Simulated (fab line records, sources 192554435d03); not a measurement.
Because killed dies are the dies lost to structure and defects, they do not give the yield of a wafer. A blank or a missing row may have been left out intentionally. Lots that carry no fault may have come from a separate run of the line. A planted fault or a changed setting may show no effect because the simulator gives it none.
Split-lot trial ; flow n5Finfet ; 21 wafers read across 7 lots, on a route 1938 steps long

THE SPLIT
At N5_BEOL_M10_VIA_ETCH_34 (etches SiCOH lowk in C4F6/O2, target depth 184.5 nm, time 69.2 s), the setting timeS was moved away from the recipe's 69.2 s on 6 of the 21 wafers read, by -10.4% to +12.8%. All remaining wafers had this setting at the recipe value.

The reading comes from the split's own step.

THE READING
etch.depthNm (the simulator's own value, which no gauge read), in nm, at N5_BEOL_M10_VIA_ETCH_34 (etches SiCOH lowk in C4F6/O2, target depth 184.5 nm, time 69.2 s). The file does not state a usual value for it. Across the 15 wafers here that went through the recipe, the average is 184.4 nm and the standard deviation 3.1 nm.

wafer;tool, chamber at the split;timeS as run, s;against the recipe;etch.depthNm, nm;against lot-mates on the recipe
L078.3;rieDiel-04, 0;77.83;+12.5%;207;+20.0
L078.4;rieDiel-04, 3;69.2;recipe;186.9;-
L078.6;rieDiel-04, 2;69.2;recipe;187.1;-
L085.2;rieDiel-04, 1;69.2;recipe;181.1;-
L085.3;rieDiel-04, 0;61.98;-10.4%;162.1;-21.2
L085.5;rieDiel-04, 3;69.2;recipe;185.4;-
L084.1;rieDiel-05, 1;69.2;recipe;186;-
L084.3;rieDiel-05, 1;69.2;recipe;186.9;-
L084.5;rieDiel-05, 1;63.06;-8.9%;170.8;-15.6
L087.1;rieDiel-04, 3;69.2;recipe;185.6;-
L087.2;rieDiel-04, 1;69.2;recipe;183.1;-
L087.6;rieDiel-04, 1;69.2;recipe;183.6;-
L091.1;rieDiel-06, 2;78.03;+12.8%;202.9;+15.3
L091.3;rieDiel-06, 3;69.2;recipe;184.1;-
L091.5;rieDiel-06, 1;69.2;recipe;191.2;-
L096.1;rieDiel-05, 0;69.2;recipe;178.7;-
L096.4;rieDiel-05, 1;69.2;recipe;185.3;-
L096.5;rieDiel-05, 0;69.2;recipe;179.6;-
L097.1;rieDiel-04, 3;65.05;-6.0%;173.6;-8.1
L097.2;rieDiel-04, 0;65.05;-6.0%;171.1;-10.6
L097.4;rieDiel-04, 1;69.2;recipe;181.7;-

FIT RESULTS
A straight line over all 21 wafers: etch.depthNm changes by +1.75 nm for each +1% of timeS; r = +0.95; the points scatter about the line by 3.1 nm.
The same after taking each lot's own level away (the mean of its wafers on the recipe; 21 wafers): +1.58 nm for each +1%; r = +0.96; scatter 2.4 nm.
According to that fit, moving timeS by its largest amount changes the reading by 20 nm.
From 181.20 to 187.65 nm: that is the span of the lots' own levels, equal to 2.1 times the standard deviation above.
In other words, the slope is changed by the lot-to-lot level; the two fits disagree.
Check: for one of the wafers moved furthest among these (+12.8%), held out of the fit, the line's prediction against its lot-mates is +21.9 nm. Against them it came out at +15.3 nm.

ADDITIONAL SPLITS CARRIED BY THESE WAFERS
Note: prior to the reading, these wafers also went through further splits. Each is held against what the fit with the lots' levels taken away leaves over:
other split on the same wafers;wafers away from the commonest value;r with etch.depthNm (lot level and that fit taken away)
N5_BEOL_M9_ETCH_65 cf4FlowSccm;7;+0.36

FILE'S OWN FIT
etch.depthNm changes by +1.58 nm for each +1% of timeS, r = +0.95.
